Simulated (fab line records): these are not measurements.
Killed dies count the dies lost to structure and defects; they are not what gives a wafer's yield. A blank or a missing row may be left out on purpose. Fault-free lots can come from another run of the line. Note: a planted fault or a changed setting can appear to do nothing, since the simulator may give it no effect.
Struck lot and sound lot, side by side	flow nand harc	25 steps out of a route of 1302
Sound: wafers L224.2, L224.4, L224.6. Wafers L222.2, L222.3, L222.6 were the ones struck. The cause is given at the end.
Each step with rows lists, per side, the tool, then ch with its chambers, then its first start. Under that, the readings that differ: sound wafers	struck wafers	difference of the means	sigmas: that difference in standard deviations of wafers without a fault.
alike: readings whose means differ by less than 2 such deviations, and words and numbers that are the same on both sides. not compared: withheld readings, readings that some wafer has no value for, bounds like >300 that may hide the same value, and numbers for which the record gives no deviation and whose values overlap.
A row with sigmas, a row that says differs or no value, or rows on one side alone: a step with any of these is where the two part. Numbers that don't overlap but have no deviation are shown without sigmas and don't part them. A reading missing from all wafers of one side parts the sides only when that side holds two or more wafers.

first, 1 step without rows for these wafers: NHARC_P_M0_SRD_25.
NHARC_P_M0_INSPECT_27:
  struck on defect inspect-02, day 13 02:12; sound on defect inspect-02, day 13 11:31
  alike: raw defect count
NHARC_P_M0_PRE_CLEAN_31: time 12 s.
  sound on pecvd-03 ch 0,1, day 13 11:35; struck on pecvd-04 ch 0,1, day 13 02:16
  alike: heater power w
NHARC_P_M0_DEP_32: deposits SiCN, target thk 30 nm.
  sound on pecvd-03 ch 0,1, day 13 11:40; struck on pecvd-04 ch 0,1, day 13 02:21
  alike: heater power w
then, 7 steps without rows for these wafers: NHARC_P_M1_DEP_00 (deposits SiOC, target thk 182.5 nm); NHARC_P_M1_DEHYDRATE_01 (time 120 s); NHARC_P_M1_HMDS_02 (time 30 s); NHARC_P_M1_COAT_34 (time 65 s); NHARC_P_M1_COAT_03 (resist thk 90 nm); NHARC_P_M1_SOFTBAKE_04 (time 55 s); NHARC_P_M1_EBR_05.
NHARC_P_M1_EXPOSE_06: exposes mask P M1, target cd 130 nm.
  sound on arfi scanner-03 ch 0, day 13 12:40; struck on arfi scanner-02 ch 0, day 13 03:27
reading	sound	struck	difference	sigmas
exposure dose mJ cm2	81.79 81.73 81.86	78.38 78.37 78.29	-3.45	-37
  alike: mask
then, 2 steps without rows for these wafers: NHARC_P_M1_PEB_07 (peb time 65 s); NHARC_P_M1_DEVELOP_08 (develop time 35 s).
NHARC_P_M1_CD_MEAS_09 targets a cd of 130 nm.
  sound on cd sem-01 ch 0, day 13 12:48; struck on cd sem-01 ch 0, day 13 03:35
reading	sound	struck	difference	sigmas
cd nm (nm)	129.3 129.2 129.6	126.7 126.5 126.3	-2.9	-5
NHARC_P_M1_OVL_MEAS_10: pitch 260 nm.
  struck on overlay-01, day 13 03:41; sound on overlay-02, day 13 12:53
  alike: overlay x nm, overlay y nm
NHARC_P_M1_INSPECT_11:
  struck on defect inspect-02, day 13 03:43; sound on defect inspect-01, day 13 12:55
  alike: raw defect count
NHARC_P_M1_DESCUM_14: chemistry O2, time 3 s.
  sound on rie diel-04 ch 0,2, day 13 12:59; struck on rie diel-07 ch 1,2,3, day 13 03:47
reading	sound	struck	difference	sigmas
model.P_M1.cd nm (nm)	128.7 128.6 129.7	126.2 126.9 125.6	-2.8	
  alike: drypump motor current A, o2 flow sccm, oes product au, rf vpp V, showerhead plenum p Torr, throttle valve pct
  not compared: rf hours counter h
NHARC_P_M1_ETCH_35: etches the open film in N2/H2, target depth 40 nm, overetch 12 nm, time 43.94 s.
  sound on rie diel-04 ch 0,1,3, day 13 13:04; struck on rie diel-07 ch 1,2,3, day 13 03:52
  alike: drypump motor current A, oes product au, rf vpp V, showerhead plenum p Torr, throttle valve pct
  not compared: rf hours counter h
NHARC_P_M1_ETCH_15: etches the open film in C4F8/Ar, target depth 182.5 nm, time 91.2 s.
  sound: rie diel-04 ch 1,2; struck: rie diel-07 ch 2,3
  alike: oes product au, rf vpp V
  not compared: rf hours counter h
NHARC_P_M1_CD_MEAS_16:
  struck on cd sem-03, day 13 04:05; sound on cd sem-01, day 13 13:17
reading	sound	struck	difference	sigmas
cd nm (nm)	129.0 128.5 129.9	126.1 127.3 124.9	-3.0	-4
NHARC_P_M1_STRIP_18: strips in N2/H2.
  sound on rie diel-13 ch 0,2,3, day 13 13:23; struck on rie diel-04 ch 0,2,3, day 13 04:09
  alike: drypump motor current A, oes product au, rf vpp V, showerhead plenum p Torr, throttle valve pct
  not compared: rf hours counter h
NHARC_P_M1_ETCH_28: etches the open film in CF4/N2, target depth 30 nm, time 72.99 s.
  sound: rie diel-13 ch 0,2,3; struck: rie diel-04 ch 0,3
reading	sound	struck	difference	sigmas
model.P_M1.cd nm (nm)	128.9 128.2 129.9	126.6 127.7 125.4	-2.4	
  alike: drypump motor current A, oes product au, rf vpp V, showerhead plenum p Torr, throttle valve pct
  not compared: rf hours counter h
then, 1 step without rows for these wafers: NHARC_P_M1_STRIP_19 (strips in post etch residue remover, time 600 s).
-- break in the record here, with 18 days between the starts of the struck wafers on either side (left off in module P_M1, picked up again in module END, where the first step shown is number 1302 on the route) --
NHARC_END_SORT_01:
  here the record holds rows for the struck wafers (prober-01 ch 0, day 31 14:34) but none for the sound ones

## WHERE THEY PART
First at NHARC_P_M1_EXPOSE_06; last, within this record, at NHARC_END_SORT_01.

WHY: what the simulator had put in
Drift in process parameters on arfi scanner-02 at NHARC_P_M1_EXPOSE_06, starting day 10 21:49. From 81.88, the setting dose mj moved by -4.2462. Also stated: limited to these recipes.
